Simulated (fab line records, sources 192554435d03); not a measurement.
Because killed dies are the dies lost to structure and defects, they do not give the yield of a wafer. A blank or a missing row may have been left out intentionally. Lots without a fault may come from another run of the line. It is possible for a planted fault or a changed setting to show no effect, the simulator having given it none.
Chamber matching | flow n5 finfet | 3 sister chambers for N5_FIN_SAQP_HM_OPEN_73 on rie diel-05
The step chemistry CHF3/O2, target SiO2, stops on a-Si, target depth 12 nm, time 16.8 s. 3 wafers are shown with their chamber, then 4 later ones without.

WAFERS WITH THEIR CHAMBER
wafer  | chamber | showerhead plenum p Torr (Torr)
L418.5 | 2       | 2.51
L420.1 | 3       | 2.39
L420.3 | 1       | 2.38

WAFERS WHOSE CHAMBER IS MISSING
wafer  | showerhead plenum p Torr (Torr)
L428.2 | 2.38
L435.1 | 2.49
L435.5 | 2.37
L435.6 | 2.49

WHICH CHAMBER EACH ONE RAN IN
wafer  | from the rows above     | in truth
L428.2 | can't be placed: 1 or 3 | 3
L435.1 | 2                       | 2
L435.5 | can't be placed: 1 or 3 | 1
L435.6 | 2                       | 2
Correctly placed: 2 of 4. Cannot be placed on the basis of these rows: 2; the candidates contain the true chamber in 2. Number placed wrongly: 0.
How it was worked out, from the rows above alone: a wafer's distance from a chamber is the root of the sum, over the readings, of the square of ((its reading less the chamber's mean) divided by the reading's scatter). The wafer belongs to the nearest chamber; if the next one is less than 2 further off, it can't be placed. For every chamber, the mean is computed from those of its wafers that are shown. The scatter: root of mean squared gap, hidden wafer to nearest shown wafer, with one shown wafer a chamber.
